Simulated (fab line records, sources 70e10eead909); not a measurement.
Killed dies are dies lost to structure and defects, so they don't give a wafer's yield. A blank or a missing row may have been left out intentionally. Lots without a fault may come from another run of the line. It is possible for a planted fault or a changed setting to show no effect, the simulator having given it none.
Matching of chambers || flow nandHarc || 4 sister chambers for NHARC_A_CONTACT_ETCH_106 on rieDiel-10
The step etches the open film in CF4/O2, target depth 60 nm, overetch 6 nm, time 33 s. 8 wafers are shown with their chamber, then 12 later ones without.

WAFERS, EACH WITH ITS CHAMBER
{"wafer": "L080.1", "chamber": 2, "drypumpMotorCurrentA (A)": 5.3, "oesProductAu (a.u.)": 1.020}
{"wafer": "L087.5", "chamber": 0, "drypumpMotorCurrentA (A)": 5.3, "oesProductAu (a.u.)": 1.013}
{"wafer": "L083.4", "chamber": 1, "drypumpMotorCurrentA (A)": 6.8, "oesProductAu (a.u.)": 1.025}
{"wafer": "L083.5", "chamber": 0, "drypumpMotorCurrentA (A)": 5.2, "oesProductAu (a.u.)": 1.017}
{"wafer": "L083.6", "chamber": 3, "drypumpMotorCurrentA (A)": 5.5, "oesProductAu (a.u.)": 1.000}
{"wafer": "L090.4", "chamber": 3, "drypumpMotorCurrentA (A)": 5.5, "oesProductAu (a.u.)": 0.990}
{"wafer": "L090.5", "chamber": 2, "drypumpMotorCurrentA (A)": 5.3, "oesProductAu (a.u.)": 1.021}
{"wafer": "L090.6", "chamber": 1, "drypumpMotorCurrentA (A)": 6.7, "oesProductAu (a.u.)": 1.022}

WAFERS WHOSE CHAMBER IS MISSING
{"wafer": "L092.4", "drypumpMotorCurrentA (A)": 5.3, "oesProductAu (a.u.)": 1.012}
{"wafer": "L092.5", "drypumpMotorCurrentA (A)": 5.3, "oesProductAu (a.u.)": 1.016}
{"wafer": "L092.6", "drypumpMotorCurrentA (A)": 5.5, "oesProductAu (a.u.)": 0.990}
{"wafer": "L093.1", "drypumpMotorCurrentA (A)": 5.3, "oesProductAu (a.u.)": 1.021}
{"wafer": "L093.2", "drypumpMotorCurrentA (A)": 5.3, "oesProductAu (a.u.)": 1.028}
{"wafer": "L093.3", "drypumpMotorCurrentA (A)": 6.7, "oesProductAu (a.u.)": 1.004}
{"wafer": "L094.1", "drypumpMotorCurrentA (A)": 5.3, "oesProductAu (a.u.)": 1.024}
{"wafer": "L094.2", "drypumpMotorCurrentA (A)": 5.3, "oesProductAu (a.u.)": 1.013}
{"wafer": "L094.3", "drypumpMotorCurrentA (A)": 6.7, "oesProductAu (a.u.)": 1.021}
{"wafer": "L096.1", "drypumpMotorCurrentA (A)": 5.3, "oesProductAu (a.u.)": 1.012}
{"wafer": "L096.4", "drypumpMotorCurrentA (A)": 5.3, "oesProductAu (a.u.)": 1.023}
{"wafer": "L096.6", "drypumpMotorCurrentA (A)": 6.8, "oesProductAu (a.u.)": 1.009}

CHAMBER TAKEN BY EACH
{"wafer": "L092.4", "from the rows above": "can't be placed: 0 or 2", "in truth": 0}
{"wafer": "L092.5", "from the rows above": "can't be placed: 0 or 2", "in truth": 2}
{"wafer": "L092.6", "from the rows above": 3, "in truth": 3}
{"wafer": "L093.1", "from the rows above": "can't be placed: 2 or 0", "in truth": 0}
{"wafer": "L093.2", "from the rows above": "can't be placed: 2 or 0", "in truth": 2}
{"wafer": "L093.3", "from the rows above": 1, "in truth": 1}
{"wafer": "L094.1", "from the rows above": "can't be placed: 2 or 0", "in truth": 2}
{"wafer": "L094.2", "from the rows above": "can't be placed: 0 or 2", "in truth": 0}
{"wafer": "L094.3", "from the rows above": 1, "in truth": 1}
{"wafer": "L096.1", "from the rows above": "can't be placed: 0 or 2", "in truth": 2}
{"wafer": "L096.4", "from the rows above": "can't be placed: 2 or 0", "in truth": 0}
{"wafer": "L096.6", "from the rows above": 1, "in truth": 1}
4 of 12 placed correctly. Can't be placed from these rows: 8 (the true chamber is among the candidates in 8). Wrongly placed: 0.
How it was worked out, from the rows above alone: a wafer's distance from a chamber is the root of the sum, over the readings, of the square of ((its reading less the chamber's mean) divided by the reading's scatter). If the next closest chamber is less than 2 further off than the closest, the wafer can't be placed; otherwise it belongs to the closest. The mean given for a chamber averages the wafers shown for that chamber. The scatter: take each reading less its chamber's mean, square it, sum over the shown wafers, divide by the number of wafers less the number of chambers, and take the root.
